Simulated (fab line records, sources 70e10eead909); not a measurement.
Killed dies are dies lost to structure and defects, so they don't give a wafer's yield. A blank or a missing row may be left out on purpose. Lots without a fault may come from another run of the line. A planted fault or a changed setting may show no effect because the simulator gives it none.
Chamber matching | flow nand_harc | NHARC_A_STAIRCASE_CMP_152 on cmp-03: 4 sister chambers
The step polishes. 15 wafers are shown with their chamber, then 7 later ones without.

WAFERS WITH THEIR CHAMBER
wafer  | chamber | motor_current_A (A) | pad_life_wafers
L075.2 | 0       | 12.1                | 354
L075.3 | 2       | 12.6                | 356
L075.4 | 1       | 12.4                | 355
L078.1 | 3       | 13.0                | 49
L078.2 | 2       | 12.1                | 48
L078.3 | 1       | 11.8                | 51
L079.1 | 3       | 11.9                | 128
L079.4 | 0       | 12.1                | 129
L082.2 | 0       | 11.8                | 260
L082.3 | 1       | 12.5                | 261
L081.1 | 0       | 12.5                | 270
L081.2 | 3       | 13.3                | 273
L084.1 | 0       | 11.9                | 351
L084.2 | 3       | 12.5                | 350
L084.4 | 2       | 12.4                | 349

SIGNATURES (means of the wafers above)
reading         | chamber 0 | chamber 1 | chamber 2 | chamber 3 | scatter within a chamber
motor_current_A | 12.080    | 12.233    | 12.367    | 12.675    | 0.408
pad_life_wafers | 272.80    | 222.33    | 251.00    | 200.00    | 135
Rule: a wafer's distance from a chamber is the root of the sum, over the readings, of the square of ((its reading less the chamber's mean) divided by the reading's scatter). The wafer belongs to the nearest chamber; if the next one is less than 2 further off, it can't be placed. The scatter: the root of (the sum of the squares of (reading less its chamber's mean) over the shown wafers, divided by (wafers less chambers)).

WAFERS WITHOUT THEIR CHAMBER
wafer  | motor_current_A (A) | pad_life_wafers
L088.1 | 12.6                | 62
L088.2 | 12.5                | 61
L088.3 | 12.5                | 60
L087.3 | 12.0                | 114
L095.1 | 12.8                | 392
L095.2 | 12.6                | 390
L095.3 | 11.9                | 393

WHICH CHAMBER EACH WENT THROUGH
wafer  | from the rows above               | in truth
L088.1 | can't be placed: 3 or 1 or 2 or 0 | 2
L088.2 | can't be placed: 3 or 1 or 2 or 0 | 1
L088.3 | can't be placed: 3 or 1 or 2 or 0 | 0
L087.3 | can't be placed: 1 or 0 or 2 or 3 | 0
L095.1 | can't be placed: 3 or 2 or 1 or 0 | 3
L095.2 | can't be placed: 2 or 3 or 1 or 0 | 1
L095.3 | can't be placed: 0 or 1 or 2 or 3 | 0
Placed correctly: 0 of 7. Can't be placed from these rows: 7 (the true chamber is among the candidates in 7). Placed wrongly: 0.
